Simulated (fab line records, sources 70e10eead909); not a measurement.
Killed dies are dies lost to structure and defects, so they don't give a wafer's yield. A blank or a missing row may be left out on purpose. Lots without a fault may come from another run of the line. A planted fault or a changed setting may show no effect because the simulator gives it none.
fab line records | flow nand_harc | part 2 of 2: steps 24 to 34 of 34
record lots=5 wafers=15 last_day=33
route steps=1302 shown A_BONDPAD@1210 HYBRID_BOND@1237 THIN_TSV@1244
lots that met no fault: from a run of the same line without faults
start_h: hours from the record's first day to the start of the lot's first wafer shown | wait_h: hours since the lot's step before | " the same as in the row above | L1.1+2: a row that stands for several wafers | - no value, or no start given | * or withheld: withheld | < > ~ a bound
route shown NAME@n: a module of which the file shows steps, and the number in the route of the first | usual: mean/standard deviation of fault-free wafers | same: alike in all rows | chamber/n: place in a boat | sites: the reading at each site | _std_site: their standard deviation | _edge_site: outer sites' mean less inner sites' | radius_mm: how far each site lies from the wafer's centre | mask NAME#n: copy n | behind: the tool/chamber that last shaped the wafer | hold: why the lot was held/for how many hours/how that ended | device: the transistor (n, p or np) that didn't switch | end of line: the same wafers' tests at the end of the route | a step without rows: its recipe alone | killed: dies lost to structure and defects at the first sort, not the wafer's yield | map: a wafer's dies, x killed, . not, _ none there
set.NAME: the setting as run; set.NAME@STEP: as run at that earlier step | model.NAME: the simulator's own value behind a step, which no gauge read
lots at some steps of the route; a table a step, a row a wafer
services: from which hour (start_h, from the record's first day; less than 0 if before it) a tool's chamber was out of use, for how many hours, and why
## steps
# step NHARC_A_BONDPAD_SRD_21
# recipe time_s=30 temp_c=23 dry_time_s=20 spin_rpm=1500
# columns lot.wafer tool chamber start_h wait_h
L077.2+1+4 wet_bench-08 5,6,7 525.90 0.0
L080.4+1+2 wet_bench-10 1,2,4 560.16 0.0
L079.5+2+4 wet_bench-08 3,5,7 561.08 0.0
L090.3+6+4 wet_bench-08 1,3,5 664.63 0.0
L094.5+4+3 wet_bench-10 5,0,1 713.23 0.0
# step NHARC_A_BONDPAD_INSPECT_23
# usual raw_defect_count=543/120
# columns lot.wafer tool chamber start_h wait_h raw_defect_count
L077.1 defect_inspect-01 - 526.08 0.0 541
L077.2 " - " " 613
L077.4 " - " " 609
L080.1 defect_inspect-01 - 560.33 0.0 527
L080.2 " - " " 540
L080.4 " - " " 565
L079.2 defect_inspect-02 - 561.24 0.0 627
L079.4 " - " " 431
L079.5 " - " " 499
L090.3 defect_inspect-01 - 664.81 0.0 481
L090.4 " - " " 374
L090.6 " - " " 748
L094.3 defect_inspect-01 - 713.41 0.0 439
L094.4 " - " " 489
L094.5 " - " " 484
# step NHARC_HYBRID_BOND_ACTIVATE_00
# recipe time_s=60 n2_flow_sccm=200 ar_flow_sccm=0 bias_power_w=0 chemistry=N2
# usual drypump_motor_current_A=5.7/0.37 oes_product_au=1.000/0.0073 rf_vpp_V=64.1/0.92 showerhead_plenum_p_Torr=1.75/0.093
# columns lot.wafer tool chamber start_h wait_h drypump_motor_current_A oes_product_au rf_hours_counter_h rf_vpp_V showerhead_plenum_p_Torr
L077.1 rie_diel-05 3 526.16 0.1 5.2 1.006 51 62.5 1.87
L077.4 " 0 " " 6.3 0.998 47 64.9 1.90
L077.2 " 1 " " 5.4 1.014 45 64.2 1.79
L080.4 rie_diel-13 3 560.40 0.1 5.2 1.000 7 64.9 1.65
L080.1 " 0 " " 6.0 1.003 6 63.0 1.67
L080.2 " 1 " " 5.2 0.998 5 65.5 1.83
L079.2 rie_diel-13 2 561.30 0.1 5.9 1.008 6 64.0 1.77
L079.4 " 0 " " 6.0 1.000 6 62.6 1.67
L079.5 " 3 " " 5.2 1.003 - 64.0 1.65
L090.4 rie_diel-05 3 664.88 0.1 5.2 0.999 23 64.3 1.86
L090.3 " 0 " " 6.3 0.986 31 65.3 1.89
L090.6 " 3 " " 5.2 0.996 - 64.6 1.86
L094.3 rie_diel-04 3 713.50 0.1 6.1 0.989 9 64.3 1.92
L094.4 " 0 " " 5.9 0.991 - 64.6 1.88
L094.5 " 1 " " 6.0 0.999 - 62.9 1.72
# step NHARC_HYBRID_BOND_PRECLEAN_01
# recipe time_s=300 temp_c=23 chemistry=DIW
# columns lot.wafer tool chamber start_h wait_h
L077.2+4+1 wet_bench-10 4,5,6 526.33 0.1
L080.4+1+2 wet_bench-10 6,7,0 560.57 0.2
L079.2+4+5 wet_bench-10 7,0,1 561.48 0.2
L090.4+6+3 wet_bench-10 7,1,2 665.04 0.1
L094.3+5+4 wet_bench-08 5,6,1 713.66 0.1
# step NHARC_HYBRID_BOND_SRD_02
# recipe time_s=30 temp_c=23 dry_time_s=20 spin_rpm=1500
# columns lot.wafer tool chamber start_h wait_h
L077.2+4+1 wet_bench-10 4,5,6 - -
L080.4+1+2 wet_bench-10 6,7,0 - -
L079.2+4+5 wet_bench-10 7,0,1 - -
L090.4+6+3 wet_bench-10 7,1,2 - -
L094.3+5+4 wet_bench-08 5,6,1 - -
# step NHARC_HYBRID_BOND_BOND_03
# recipe temp_c=25
# columns lot.wafer tool chamber start_h wait_h
L077.1+2+4 wafer_bonder-01 0 526.57 -
L080.1+2+4 wafer_bonder-01 0 560.80 -
L079.2+4+5 wafer_bonder-01 0 561.86 -
L090.3+4+6 wafer_bonder-01 0 665.58 -
L094.3+4+5 wafer_bonder-01 0 721.19 -
# step NHARC_HYBRID_BOND_ANNEAL_04
# recipe temp_c=300 time_s=7200 ramp_up_c_per_min=5 ramp_down_c_per_min=3 idle_temp_c=100 pressure_atm=1
# usual tube_center_temp_C_max=300.76/0.12
# columns lot.wafer tool chamber start_h wait_h tube_center_temp_C_max
L077.1 furnace-05 0 529.90 3.2 300.77
L077.2 " 0 " " 300.65
L077.4 " 0 " " 300.61
L080.1 furnace-06 0 562.00 1.0 300.62
L080.2 " 0 " " 301.07
L080.4 " 0 " " 300.79
L079.2 furnace-06 0 566.35 4.3 300.79
L079.4 " 0 " " 300.78
L079.5 " 0 " " 300.73
L090.3 furnace-06 0 671.91 6.2 300.85
L090.4 " 0 " " 300.82
L090.6 " 0 " " 300.78
L094.3 furnace-03 0 724.56 3.2 300.84
L094.4 " 0 " " 300.90
L094.5 " 0 " " 300.99
# step NHARC_HYBRID_BOND_OVL_MEAS_05
# usual overlay_x_nm=-3/33 overlay_y_nm=0/34
# columns lot.wafer tool chamber start_h wait_h overlay_x_nm overlay_y_nm
L077.1 overlay-01 - 534.64 0.4 8 63
L077.2 " - " " 58 17
L077.4 " - " " -4 -28
L080.1 overlay-02 - 566.71 0.4 -13 -4
L080.2 " - " " -8 24
L080.4 " - " " 20 -15
L079.2 overlay-02 - 571.14 0.4 -29 62
L079.4 " - " " 9 32
L079.5 " - " " 37 54
L090.3 overlay-02 - 676.61 0.4 17 -3
L090.4 " - " " 4 42
L090.6 " - " " 3 -79
L094.3 overlay-02 - 729.30 0.4 -37 -52
L094.4 " - " " -17 -17
L094.5 " - " " -27 34
# step NHARC_HYBRID_BOND_INSPECT_06
# recipe inspect_instrument=ir_void
# usual raw_defect_count=88/30
# columns lot.wafer tool chamber start_h wait_h raw_defect_count
L077.1 defect_inspect-01 - 534.69 0.0 88
L077.2 " - " " 104
L077.4 " - " " 103
L080.1 defect_inspect-01 - 566.76 0.0 105
L080.2 " - " " 121
L080.4 " - " " 101
L079.2 defect_inspect-01 - 571.19 0.1 38
L079.4 " - " " 19
L079.5 " - " " 37
L090.3 defect_inspect-02 - 676.66 0.1 87
L090.4 " - " " 99
L090.6 " - " " 128
L094.3 defect_inspect-01 - 729.37 0.1 74
L094.4 " - " " 66
L094.5 " - " " 67
# step NHARC_THIN_TSV_GRIND_00
# recipe target_thk_um=6
# usual motor_current_A=11.998/0.022
# columns lot.wafer tool chamber start_h wait_h motor_current_A
L077.1 grinder-01 0 536.05 1.4 11.966
L077.2 " 0 " " 12.019
L077.4 " 0 " " 11.988
L080.1 grinder-01 0 566.91 0.1 11.996
L080.2 " 0 " " 11.980
L080.4 " 0 " " 12.030
L079.2 grinder-01 0 571.54 0.3 11.995
L079.4 " 0 " " 12.005
L079.5 " 0 " " 11.984
L090.3 grinder-01 0 734.09 57.4 12.024
L090.4 " 0 " " 12.015
L090.6 " 0 " " 11.988
L094.3 grinder-01 0 740.17 10.8 12.046
L094.4 " 0 " " 11.995
L094.5 " 0 " " 11.994
# step NHARC_THIN_TSV_CMP_01
# recipe target_thk_um=3
# usual motor_current_A=12.1/1.2
# columns lot.wafer tool chamber start_h wait_h motor_current_A
L077.4 cmp-01 1 537.27 0.4 11.4
L077.2 " 2 " " 12.7
L077.1 " 3 " " 12.3
L080.2 cmp-02 2 568.18 0.9 12.2
L080.1 " 3 " " 11.5
L080.4 " 0 " " 10.7
L079.2 cmp-01 1 572.58 0.8 10.6
L079.4 " 2 " " 13.6
L079.5 " 1 " " 11.0
L090.3 cmp-03 2 734.96 0.7 13.1
L090.4 " 0 " " 12.3
L090.6 " 2 " " 12.8
L094.4 cmp-03 1 741.00 0.4 12.1
L094.3 " 0 " " 12.6
L094.5 " 1 " " 12.2
## services
# columns tool chamber start_h hours kind
rie_diel-02 2 501.78 12.5 repair
pvd_sputter-03 - 502.00 10.0 pm
pvd_sputter-02 - 518.38 8.6 repair
pvd_sputter-03 - 546.45 0.7 repair
rie_diel-02 - 546.70 9.0 pm
litho_track-02 - 553.00 7.0 pm
rie_diel-02 1 592.77 2.6 repair
pvd_sputter-03 - 599.95 7.5 repair
rie_diel-02 - 600.23 2.8 repair
litho_track-03 - 601.00 7.0 pm
pvd_sputter-02 - 614.10 10.0 pm
wet_bench-08 - 622.40 8.0 pm
rie_diel-07 - 624.44 9.0 pm
litho_track-05 - 625.01 7.0 pm
pvd_sputter-03 - 629.89 4.8 repair
wet_bench-10 - 639.20 8.0 pm
wet_bench-10 - 673.11 7.6 repair
pvd_sputter-03 - 680.00 10.0 pm
pvd_sputter-02 - 691.40 1.6 repair
rie_diel-02 2 706.85 2.0 repair
pvd_sputter-03 - 709.45 0.8 repair
rie_diel-02 3 721.65 12.4 repair
rie_diel-02 - 723.70 9.0 pm
litho_track-02 - 728.00 7.0 pm
